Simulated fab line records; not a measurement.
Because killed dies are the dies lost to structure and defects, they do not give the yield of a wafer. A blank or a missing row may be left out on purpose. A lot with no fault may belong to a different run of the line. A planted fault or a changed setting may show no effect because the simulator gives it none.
Split-lot study | flow n5-finfet | 7 lots, 21 wafers read, on a route of 1938 steps

== SPLIT DETAILS ==
At N5_BEOL_M2_EXPOSE_08 (exposes mask M2), the setting dose-mj was moved away from the recipe's 41.25 on 6 of the 21 wafers read, by -7.0% to +3.9%. The other wafers ran this setting at the recipe's value.

== FROM THE SPLIT TO THE READING: what the file shows between them, 2 steps ==
- N5_BEOL_M2_PEB_09: peb time 60 s
- N5_BEOL_M2_DEVELOP_10: develop time 30 s

== THE READING ==
Shown in nm: cd-nm at N5_BEOL_M2_CD_MEAS_11, with target cd 16.79 nm. Typical for fault-free wafers on this fab line: 16.82 nm, with standard deviation 0.23 nm.

wafer  | tool, chamber at the split | dose-mj as run | against the recipe | cd-nm, nm | against lot-mates on the recipe
L074.2 | euv-scanner-02, 0          | 41.25          | recipe             | 16.78     | -
L074.3 | euv-scanner-02, 0          | 41.25          | recipe             | 16.68     | -
L074.5 | euv-scanner-02, 0          | 41.25          | recipe             | 16.58     | -
L081.3 | euv-scanner-01, 0          | 41.25          | recipe             | 16.79     | -
L081.4 | euv-scanner-01, 0          | 42.02          | +1.9%              | 17.20     | +0.41
L081.5 | euv-scanner-01, 0          | 42.02          | +1.9%              | 17.37     | +0.58
L084.1 | euv-scanner-01, 0          | 41.25          | recipe             | 16.97     | -
L084.4 | euv-scanner-01, 0          | 41.25          | recipe             | 16.52     | -
L084.6 | euv-scanner-01, 0          | 39.47          | -4.3%              | 16.11     | -0.63
L088.2 | euv-scanner-02, 0          | 41.25          | recipe             | 16.49     | -
L088.5 | euv-scanner-02, 0          | 42.85          | +3.9%              | 17.61     | +0.99
L088.6 | euv-scanner-02, 0          | 41.25          | recipe             | 16.75     | -
L089.2 | euv-scanner-02, 0          | 41.25          | recipe             | 17.00     | -
L089.5 | euv-scanner-02, 0          | 41.25          | recipe             | 16.58     | -
L089.6 | euv-scanner-02, 0          | 41.25          | recipe             | 16.70     | -
L092.1 | euv-scanner-01, 0          | 41.25          | recipe             | 16.95     | -
L092.3 | euv-scanner-01, 0          | 41.25          | recipe             | 16.59     | -
L092.4 | euv-scanner-01, 0          | 39.8           | -3.5%              | 15.90     | -0.87
L093.1 | euv-scanner-02, 0          | 41.25          | recipe             | 16.48     | -
L093.5 | euv-scanner-02, 0          | 41.25          | recipe             | 16.76     | -
L093.6 | euv-scanner-02, 0          | 38.37          | -7.0%              | 15.18     | -1.44

FIT RESULTS
A straight line over all 21 wafers: cd-nm changes by +0.216 nm for each +1% of dose-mj; r = +0.94; the points scatter about the line by 0.18 nm.
The same after taking each lot's own level away (the mean of its wafers on the recipe; 21 wafers): +0.214 nm for each +1%; r = +0.95; scatter 0.16 nm.
According to that fit, moving dose-mj by its largest amount changes the reading by 1.5 nm.
The lots' own levels span 16.620 to 16.790 nm, that is 0.7 times the standard deviation above.
The two slopes are in agreement: the lot-to-lot level therefore moves the slope only a little.
Check: -1.49 nm against its lot-mates is what the line predicts for one of the wafers moved furthest among these (-7.0%) when that wafer is left out of the fit. It came out at -1.44 nm against them.

== FURTHER SPLITS ON THESE WAFERS ==
Other splits were also applied to these wafers ahead of the reading. Each is held against what the fit with the lots' levels taken away leaves over:
other split on the same wafers   | wafers away from the commonest value | r with cd-nm (lot level and that fit taken away)
N5_BEOL_M1_COAT_61 spin-rpm      | 7                                    | -0.11
N5_BEOL_M1_COAT_05 spin-rpm      | 10                                   | +0.38
N5_BEOL_M1_CMP_52 down-force-psi | 6                                    | +0.04
N5_BEOL_M2_ILD_DEP_00 time-s     | 10                                   | -0.14

== THE WHOLE CHAIN: every reading that the file lists as answering this split, in the file's order ==
step                  | what it does                                                            | reading                                                               | change (the file's fit)               | r (the file's)
N5_BEOL_M2_CD_MEAS_11 | target cd 16.79 nm                                                      | cd-nm                                                                 | +0.21 nm for each +1% of the setting  | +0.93
N5_BEOL_M2_ETCH_74    | etches underlayer in N2/H2, target depth 6.5 nm, time 5.2 s             | BEOL_M2.cd-offset-nm (the simulator's own value, which no gauge read) | +0.21 nm for each +1% of the setting  | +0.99
N5_BEOL_M2_ETCH_64    | etches SOC in N2/H2, target depth 75 nm, overetch 22.5 nm, time 121.9 s | BEOL_M2.cd-offset-nm (the simulator's own value, which no gauge read) | +0.202 nm for each +1% of the setting | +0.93
N5_BEOL_M2_HM_OPEN_17 | chemistry Cl2/BCl3, target TiN, target depth 20 nm, overetch 6 nm       | BEOL_M2.cd-offset-nm (the simulator's own value, which no gauge read) | +0.18 nm for each +1% of the setting  | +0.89

== FILE'S OWN FIT ==
cd-nm changes by +0.21 nm for each +1% of dose-mj, r = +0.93.
